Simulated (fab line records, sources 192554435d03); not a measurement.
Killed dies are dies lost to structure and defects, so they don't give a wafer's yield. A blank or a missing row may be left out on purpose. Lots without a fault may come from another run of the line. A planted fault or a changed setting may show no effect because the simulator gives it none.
Chamber matching | flow n5_finfet | N5_BEOL_M4_STRIP_19 on rie_diel-01: 4 sister chambers
The step strips in O2. 4 wafers are shown with their chamber, then 12 later ones without.

WAFERS WITH THEIR CHAMBER
wafer  | chamber | drypump_motor_current_A (A)
L087.4 | 0       | 5.8
L087.5 | 1       | 5.1
L089.4 | 2       | 5.3
L089.6 | 3       | 6.3

WAFERS WITHOUT THEIR CHAMBER
wafer  | drypump_motor_current_A (A)
L092.2 | 5.3
L092.4 | 6.3
L092.5 | 5.1
L093.2 | 6.3
L093.3 | 5.3
L093.4 | 5.1
L095.1 | 5.1
L095.3 | 6.3
L095.6 | 5.1
L097.1 | 5.7
L097.2 | 5.3
L097.5 | 5.3

WHICH CHAMBER EACH WENT THROUGH
wafer  | from the rows above | in truth
L092.2 | 2                   | 2
L092.4 | 3                   | 3
L092.5 | 1                   | 1
L093.2 | 3                   | 3
L093.3 | 2                   | 2
L093.4 | 1                   | 1
L095.1 | 1                   | 1
L095.3 | 3                   | 3
L095.6 | 1                   | 1
L097.1 | 0                   | 0
L097.2 | 2                   | 2
L097.5 | 2                   | 2
Placed correctly: 12 of 12. Can't be placed from these rows: 0. Placed wrongly: 0.
How it was worked out, from the rows above alone: a wafer's distance from a chamber is the root of the sum, over the readings, of the square of ((its reading less the chamber's mean) divided by the reading's scatter). The wafer belongs to the nearest chamber; if the next one is less than 2 further off, it can't be placed. A chamber's mean is the mean of its shown wafers. The scatter: with one shown wafer a chamber, the root of the mean of the squares of how far each hidden wafer lies from its nearest shown one.
